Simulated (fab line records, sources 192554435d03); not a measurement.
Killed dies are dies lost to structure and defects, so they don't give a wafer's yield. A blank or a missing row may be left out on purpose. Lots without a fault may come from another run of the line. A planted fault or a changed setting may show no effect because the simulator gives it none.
fab line records | flow n5_finfet
record lots=9 wafers=27 last_day=19
route steps=1938 shown HKMG_FIN@432 BEOL_M4@1111
lots that met no fault: from a run of the same line without faults
start_h: hours from the record's first day to the start of the lot's first wafer shown | wait_h: hours since the lot's step before | " the same as in the row above | L1.1+2: a row that stands for several wafers | - no value, or no start given | * or withheld: withheld | < > ~ a bound
route shown NAME@n: a module of which the file shows steps, and the number in the route of the first | usual: mean/standard deviation of fault-free wafers | same: alike in all rows | chamber/n: place in a boat | sites: the reading at each site | _std_site: their standard deviation | _edge_site: outer sites' mean less inner sites' | radius_mm: how far each site lies from the wafer's centre | mask NAME#n: copy n | behind: the tool/chamber that last shaped the wafer | hold: why the lot was held/for how many hours/how that ended | device: the transistor (n, p or np) that didn't switch | end of line: the same wafers' tests at the end of the route | a step without rows: its recipe alone | killed: dies lost to structure and defects at the first sort, not the wafer's yield | map: a wafer's dies, x killed, . not, _ none there
set.NAME: the setting as run; set.NAME@STEP: as run at that earlier step | model.NAME: the simulator's own value behind a step, which no gauge read
steps of the route over a sample of lots; a table a step, a row a wafer
services: from which hour (start_h, from the record's first day; less than 0 if before it) a tool's chamber was out of use, for how many hours, and why
## steps
# step N5_HKMG_FIN_INSPECT_14
# recipe mode=adi inspect_instrument=macro
# usual raw_defect_count=2.2/1.4
# columns lot.wafer tool chamber start_h wait_h raw_defect_count
L821.2 defect_inspect-01 - 72.30 0.0 1
L821.3 " - " " 2
L821.5 " - " " 4
L826.1 defect_inspect-02 - 106.91 0.0 4
L826.2 " - " " 2
L826.4 " - " " 2
L827.3 defect_inspect-01 - 110.82 0.0 1
L827.5 " - " " 1
L827.6 " - " " 2
L828.2 defect_inspect-02 - 116.95 0.0 2
L828.3 " - " " 3
L828.5 " - " " 3
L829.1 defect_inspect-01 - 122.89 0.0 4
L829.3 " - " " 0
L829.4 " - " " 2
L838.2 defect_inspect-02 - 180.45 0.0 4
L838.5 " - " " 2
L838.6 " - " " 4
L840.2 defect_inspect-02 - 189.97 0.0 0
L840.4 " - " " 1
L840.6 " - " " 0
L843.1 defect_inspect-01 - 210.69 0.0 3
L843.3 " - " " 5
L843.4 " - " " 2
L844.2 defect_inspect-02 - 212.70 0.0 1
L844.3 " - " " 0
L844.5 " - " " 3
# step N5_HKMG_FIN_ETCH_35
# recipe chemistry=N2/H2 target=SOC target_depth_a=2158 ion_energy_ev=65 bias_w=5 source_w=3000 time_s=243.4 pressure_mtorr=30 n2_flow_sccm=200 h2_flow_sccm=200
# usual chamber_pressure_mTorr=30.004/0.028 drypump_motor_current_A=5.9/0.56 oes_product_au=0.79/0.081 rf_vpp_V=142.0/1 run_length_s=267.0/0.37 showerhead_plenum_p_Torr=2.59/0.086 throttle_valve_pct=17.79/0.24
# columns lot.wafer tool chamber start_h wait_h chamber_pressure_mTorr drypump_motor_current_A oes_product_au rf_hours_counter_h rf_vpp_V run_length_s showerhead_plenum_p_Torr throttle_valve_pct
L821.2 rie_diel-03 3 72.66 0.0 30.032 6.2 0.80 112 140.1 267.0 2.55 17.81
L821.3 " 2 " " 29.971 5.8 0.68 247 140.7 267.4 2.41 18.45
L821.5 " 1 " " 30.009 6.7 0.78 - 143.5 266.5 2.66 17.44
L826.1 rie_diel-05 0 107.24 0.0 30.002 5.7 0.77 105 142.7 267.3 2.68 18.05
L826.2 " 3 " " 29.965 6.4 0.74 164 142.7 266.9 2.63 17.89
L826.4 " 2 " " 30.011 5.9 0.72 203 140.6 289.1 2.63 17.62
L827.3 rie_diel-03 0 111.15 0.0 29.977 6.4 0.69 240 142.5 266.6 2.61 17.90
L827.5 " 0 " " 29.967 6.4 0.70 - 142.4 266.6 2.61 17.92
L827.6 " 1 " " 30.016 6.7 0.76 - 142.9 266.8 2.65 17.47
L828.2 rie_diel-05 1 117.29 0.0 30.038 5.0 0.90 26 141.8 267.3 2.48 17.46
L828.3 " 2 " " 30.000 5.9 0.71 206 142.4 289.4 2.62 17.63
L828.5 " 1 " " 30.053 4.9 0.90 - 141.6 267.6 2.48 17.43
L829.1 rie_diel-03 2 123.23 0.0 30.004 5.8 0.93 7 142.7 267.1 2.72 18.02
L829.3 " 1 " " 30.019 6.7 0.75 152 142.3 266.6 2.65 17.48
L829.4 " 0 " " 29.989 6.4 0.69 245 141.9 266.6 2.60 17.92
L838.2 rie_diel-05 3 180.78 0.0 30.010 6.4 0.72 188 142.2 266.9 2.62 17.93
L838.5 " 1 " " 29.975 4.9 0.87 - 141.6 267.2 2.47 17.48
L838.6 " 2 " " 30.025 5.9 0.70 - 139.9 266.6 2.62 17.65
L840.2 rie_diel-03 2 190.31 0.0 30.001 5.8 0.87 35 143.8 267.0 2.71 18.07
L840.4 " 3 " " 29.996 6.1 0.76 161 139.7 267.0 2.53 17.88
L840.6 " 1 " " 30.004 6.7 0.74 - 142.0 266.6 2.64 17.52
L843.1 rie_diel-03 2 211.03 0.0 30.044 5.8 0.86 41 143.0 267.1 2.71 18.08
L843.3 " 1 " " 29.993 6.7 0.73 188 143.2 267.2 2.64 17.55
L843.4 " 3 " " 29.996 6.1 0.76 167 141.6 266.6 2.53 17.90
L844.2 rie_diel-05 1 213.11 0.0 30.005 4.9 0.86 60 139.2 267.3 2.47 17.51
L844.3 " 0 " " 29.962 5.7 0.74 142 143.3 267.0 2.66 18.11
L844.5 " 2 " " 29.972 5.9 0.69 - 140.6 266.6 2.61 17.68
# step N5_HKMG_FIN_STRIP_92
# recipe chemistry=N2/H2 material=SOC time_s=20 power_w=500 temp_c=40 pressure_mtorr=50 rf_frequency_hz=6e+07 bias_power_w=8 h2_frac=0.5 n2_flow_sccm=300 h2_flow_sccm=300
# usual chamber_pressure_mTorr=50.00/0.044 drypump_motor_current_A=5.9/0.56 oes_product_au=0.79/0.082 rf_vpp_V=54.3/0.84 showerhead_plenum_p_Torr=3.42/0.11 throttle_valve_pct=18.9/0.39
# columns lot.wafer tool chamber start_h wait_h chamber_pressure_mTorr drypump_motor_current_A oes_product_au rf_hours_counter_h rf_vpp_V showerhead_plenum_p_Torr throttle_valve_pct
L821.2 rie_diel-03 3 72.81 0.1 50.09 6.2 0.80 112 54.5 3.37 18.9
L821.3 " 2 " " 50.04 5.8 0.68 247 52.5 3.18 19.8
L821.5 " 1 " " 49.96 6.7 0.77 - 54.4 3.51 18.4
L826.1 rie_diel-05 0 107.39 0.1 49.98 5.7 0.77 105 56.4 3.53 19.5
L826.2 " 3 " " 50.01 6.4 0.75 165 53.9 3.47 18.9
L826.4 " 2 " " 50.07 5.9 0.71 203 54.5 3.46 18.7
L827.3 rie_diel-03 0 111.30 0.1 49.99 6.4 0.69 240 55.1 3.44 19.1
L827.5 " 0 " " 50.02 6.4 0.68 - 56.0 3.44 19.1
L827.6 " 1 " " 50.00 6.7 0.76 - 55.1 3.50 18.4
L828.2 rie_diel-05 1 117.44 0.1 50.01 4.9 0.90 27 54.5 3.28 18.3
L828.3 " 2 " " 49.98 5.9 0.71 206 54.5 3.46 18.7
L828.5 " 1 " " 50.10 4.9 0.90 - 54.0 3.28 18.3
L829.1 rie_diel-03 2 123.38 0.1 49.95 5.8 0.94 7 53.9 3.58 19.4
L829.3 " 1 " " 50.00 6.7 0.76 152 54.0 3.50 18.4
L829.4 " 0 " " 49.99 6.5 0.69 245 54.8 3.44 19.1
L838.2 rie_diel-05 3 180.93 0.1 49.97 6.4 0.72 188 55.8 3.46 18.9
L838.5 " 1 " " 50.00 4.9 0.87 - 55.3 3.27 18.4
L838.6 " 2 " " 49.98 5.9 0.70 - 53.2 3.45 18.7
L840.2 rie_diel-03 2 190.46 0.1 50.01 5.8 0.88 35 54.5 3.57 19.5
L840.4 " 3 " " 49.96 6.2 0.76 161 55.1 3.35 18.9
L840.6 " 1 " " 50.05 6.7 0.74 - 54.7 3.48 18.4
L843.1 rie_diel-03 2 211.18 0.1 50.02 5.8 0.87 41 55.1 3.57 19.5
L843.3 " 1 " " 50.06 6.7 0.73 188 55.3 3.48 18.5
L843.4 " 3 " " 49.99 6.2 0.76 167 53.4 3.34 18.9
L844.2 rie_diel-05 1 213.26 0.1 50.02 4.9 0.86 60 54.2 3.26 18.4
L844.3 " 0 " " 49.93 5.7 0.75 142 54.3 3.51 19.5
L844.5 " 2 " " 50.07 5.9 0.70 - 54.6 3.44 18.8
# step N5_HKMG_FIN_ALD_91
# recipe material=TiN target_thk_a=10 temp_c=400 ald_precursor_family=TiCl4 ald_co_reactant=NH3 pulse_time_s=1 purge_time_s=3 co_reactant_purge_time_s=2 co_reactant_pulse_time_s=2 ald_cycles=47 pressure_torr=3
# usual heater_power_w=900/140 precursor_pulse_height_rel=0.999/0.023
# same purge_time_s=3
# columns lot.wafer tool chamber start_h wait_h heater_power_w precursor_pulse_height_rel
L821.2 ald_metal-01 1 73.34 0.3 770 1.035
L821.3 " 2 " " 916 0.999
L821.5 " 1 " " 765 1.021
L826.1 ald_metal-01 1 107.92 0.3 783 0.936
L826.2 " 2 " " 886 1.027
L826.4 " 0 " " 909 0.981
L827.3 ald_metal-01 1 111.83 0.1 779 0.983
L827.5 " 1 " " 775 1.016
L827.6 " 2 " " 903 1.044
L828.2 ald_metal-03 0 117.97 0.3 922 1.005
L828.3 " 2 " " 1068 1.014
L828.5 " 1 " " 1077 0.983
L829.1 ald_metal-01 0 123.91 0.3 902 1.007
L829.3 " 2 " " 877 1.018
L829.4 " 1 " " 766 0.992
L838.2 ald_metal-01 2 181.46 0.3 915 0.985
L838.5 " 0 " " 944 0.991
L838.6 " 1 " " 786 1.000
L840.2 ald_metal-02 2 190.99 0.3 1302 0.979
L840.4 " 2 " " 1329 0.995
L840.6 " 3 " " 673 0.947
L843.1 ald_metal-02 0 211.70 0.3 795 1.017
L843.3 " 1 " " 847 0.985
L843.4 " 3 " " 677 1.000
L844.2 ald_metal-03 0 213.79 0.3 955 1.015
L844.3 " 3 " " 816 0.965
L844.5 " 0 " " 908 0.988
# step N5_BEOL_M4_RC_MEAS_101
# usual DIBL_N=36.4/1.4 DIBL_P=36.4/1.5 IOFF_N=0.156/0.022 IOFF_P=0.210/0.023 ION_N=675/9.1 ION_P=463/5.7 SS_N=71.6/0.45 SS_P=73.3/0.56 VT_N=250/3.1 VT_P=-250.3/2.3
# columns lot.wafer tool chamber start_h wait_h DIBL_N[mV/V] DIBL_P[mV/V] IOFF_N[nA/um] IOFF_P[nA/um] ION_N[uA/um] ION_P[uA/um] SS_N[mV/dec] SS_P[mV/dec] VT_N[mV] VT_P[mV]
L821.2 prober-01 0 198.47 0.2 35.5 32.1 0.117 0.181 667 459 71.3 73.0 259 -252.0
L821.3 " 0 " " 38.7 36.9 0.175 0.263 674 463 72.3 73.6 249 -247.5
L821.5 " 0 " " 37.8 35.6 0.158 0.238 680 465 72.1 74.2 251 -249.4
L826.1 prober-01 0 223.88 0.0 33.9 35.1 0.142 0.200 676 467 71.2 72.2 248 -251.3
L826.2 " 0 " " 35.9 38.1 0.189 0.241 688 465 72.3 73.4 245 -246.9
L826.4 " 0 " " 34.0 34.8 0.141 0.192 663 462 70.7 72.0 251 -251.6
L827.3 prober-02 0 229.45 0.3 37.7 35.4 0.175 0.232 686 474 71.6 74.0 249 -249.3
L827.5 " 0 " " 38.0 35.8 0.183 0.243 683 466 71.3 73.6 248 -246.3
L827.6 " 0 " " 36.7 34.6 0.151 0.211 681 470 70.9 73.6 250 -248.6
L828.2 prober-02 0 234.52 0.2 37.4 37.3 0.160 0.195 667 455 71.1 73.6 248 -254.0
L828.3 " 0 " " 37.6 37.7 0.155 0.200 667 455 71.7 73.8 253 -252.8
L828.5 " 0 " " 37.8 37.5 0.163 0.206 670 464 71.4 73.9 249 -251.3
L829.1 prober-01 0 241.96 0.0 36.7 39.1 0.176 0.239 683 470 72.3 74.5 245 -248.6
L829.3 " 0 " " 38.2 40.0 0.215 0.259 691 466 71.8 73.4 243 -246.6
L829.4 " 0 " " 35.7 37.9 0.169 0.216 676 460 71.2 73.3 245 -248.6
L838.2 prober-01 0 301.47 0.2 37.7 37.1 0.167 0.210 682 461 71.6 74.3 249 -251.9
L838.5 " 0 " " 36.4 35.4 0.154 0.189 687 463 71.4 73.1 249 -252.3
L838.6 " 0 " " 38.5 38.0 0.188 0.223 690 471 71.9 73.9 245 -251.3
L840.2 prober-02 0 311.12 0.2 34.7 36.0 0.134 0.192 678 465 71.1 72.3 252 -251.0
L840.4 " 0 " " 34.6 35.4 0.130 0.187 661 459 71.7 72.1 251 -251.1
L840.6 " 0 " " 33.9 34.7 0.116 0.168 665 456 71.0 72.4 254 -252.2
L843.1 prober-02 0 327.70 0.0 37.2 38.6 0.187 0.259 685 477 72.3 73.5 246 -249.3
L843.3 " 0 " " 36.8 37.0 0.166 0.228 671 465 72.1 74.1 248 -249.0
L843.4 " 0 " " 35.9 35.9 0.152 0.212 675 467 71.6 73.8 249 -250.1
L844.2 prober-02 0 342.34 0.2 37.0 38.0 0.164 0.233 669 468 71.6 73.6 250 -249.7
L844.3 " 0 " " 35.1 36.5 0.139 0.205 669 465 71.4 72.4 252 -248.6
L844.5 " 0 " " 36.8 38.2 0.174 0.235 676 467 71.8 72.8 249 -249.1
## services
# columns tool chamber start_h hours kind
ald_metal-02 1 76.37 13.5 repair
ald_metal-02 - 80.70 0.9 repair
rie_diel-03 2 82.90 - clean
rie_diel-03 2 82.90 - consumable_replace:focus_ring
rie_diel-03 2 82.90 - consumable_replace:showerhead
rie_diel-03 2 82.90 22.0 scheduled_down
rie_diel-03 2 82.90 22.0 vent_cycle
ald_metal-01 3 95.73 23.2 repair
rie_diel-03 - 99.11 2.8 pm
ald_metal-03 - 100.69 1.1 repair
ald_metal-01 - 112.48 8.7 pm
ald_metal-03 - 118.22 8.7 pm
rie_diel-03 0 136.43 - clean
rie_diel-03 0 136.43 - consumable_replace:focus_ring
rie_diel-03 0 136.43 34.1 scheduled_down
rie_diel-03 0 136.43 34.1 vent_cycle
ald_metal-01 - 148.22 1.2 pm
ald_metal-01 2 151.27 28.5 repair
ald_metal-02 2 155.50 3.8 repair
ald_metal-02 0 189.12 17.4 repair
rie_diel-05 3 191.40 1.4 repair
## key
first_sign step=N5_HKMG_FIN_ETCH_35 reading=run_length_s direction=up sigmas=60 usual=* struck=*
effect none on later readings
met_at N5_HKMG_FIN_ETCH_35
struck_lots L826,L828
struck_wafers L826.4,L828.3
not_acting_at N5_HKMG_FIN_INSPECT_14,N5_HKMG_FIN_STRIP_92,N5_HKMG_FIN_ALD_91
fault kind=process_parameter_drift tool=rie_diel-05 chamber=- onset_h=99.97 steps=N5_HKMG_FIN_ETCH_35 channel=time_s offset=* shape=step end_h=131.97 scope=struck_wafers_only acts_in=* stated=*
